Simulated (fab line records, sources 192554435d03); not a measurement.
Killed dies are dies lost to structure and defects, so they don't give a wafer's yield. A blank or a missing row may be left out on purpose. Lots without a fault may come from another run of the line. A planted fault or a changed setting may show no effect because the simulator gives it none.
Problem report in the 8D (eight disciplines) form, filled by code | flow n5_finfet | the parts of the form that need people (team, actions taken, sign-off) are left out

1. THE PROBLEM
run_length_s at N5_FIN_CUT_CUT_ETCH_26 reads a mean of 95.2 s on 3 wafers of 3 lots; wafers without a fault read 79.1 s with a standard deviation of 0.46. That is +35 standard deviations from the usual mean.
The step: etches SiNx in CH3F/O2, target depth 39 nm, time 55.7 s.
First seen on wafer L849.6, day 6 09:15, on rie_diel-02. The record holds 12 wafers of 5 lots with a number at this step. Rule for "out", or "out of limits": more than 4 standard deviations from the usual mean. The other wafers with a number count as sound.

2. WHAT IT IS AND WHAT IT IS NOT
question                    | is                     | is not
which readings at this step | run_length_s           | drypump_motor_current_A, oes_product_au, rf_vpp_V, showerhead_plenum_p_Torr, throttle_valve_pct
which lots                  | L849, L850, L854       | L842, L852
which wafers of those lots  | L849.6, L850.3, L854.6 | L849.1, L850.1, L854.5
read on which tools         | rie_diel-02            | rie_diel-01
when                        | from day 6 09:15       | up to then (4 sound wafers); but 5 sound wafers of L850, L852, L854 came after

3. SUSPECTS, AND WHAT RULES EACH OUT
Counting: a tool at a process step up to the reading stays a suspect if it ran every lot that is out. Sound lots after the first of them don't rule it out here, since some wafers of a struck lot are sound.
- rie_diel-02 at N5_FIN_CUT_CUT_ETCH_26 (etches SiNx in CH3F/O2, target depth 39 nm, time 55.7 s): kept. It ran every lot that is out, first L849 (day 6 09:15); its last sound lot up to then is L842 (day 4 16:16). Its own readings are out on those wafers: run_length_s.
Left after counting: rie_diel-02 at N5_FIN_CUT_CUT_ETCH_26.

4. THE CAUSE (what the simulator had put in)
Process parameter drift: rie_diel-02, from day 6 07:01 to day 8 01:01, at N5_FIN_CUT_CUT_ETCH_26. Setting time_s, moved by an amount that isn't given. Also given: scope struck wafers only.
Counting left only this tool.

5. THE CHAIN OF EFFECTS, in route order
Each row: a reading whose mean over the struck wafers that have a number lies more than 3 standard deviations from the usual. Only readings for which the record gives a usual standard deviation are gone through. hours: the time from each lot's start at the first step in this table that gives one to its start at this step, as a median over the lots. sigmas: the change in usual standard deviations.
hours | step                   | reading      | usual  | on struck wafers | change | sigmas
0     | N5_FIN_CUT_CUT_ETCH_26 | run_length_s | 79.1 s | 95.2             | +16.1  | +35
The process steps in it:
- N5_FIN_CUT_CUT_ETCH_26: etches SiNx in CH3F/O2, target depth 39 nm, time 55.7 s.
Later measuring or inspecting steps at which every struck wafer that the step has a row for has a number for every such reading, and none has moved that far: N5_BEOL_M4_RC_MEAS_101.

6. WHAT WOULD HAVE CAUGHT IT SOONER
In this record the first reading out of limits was taken at day 6 09:15, 2 hours after the fault began at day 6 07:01.
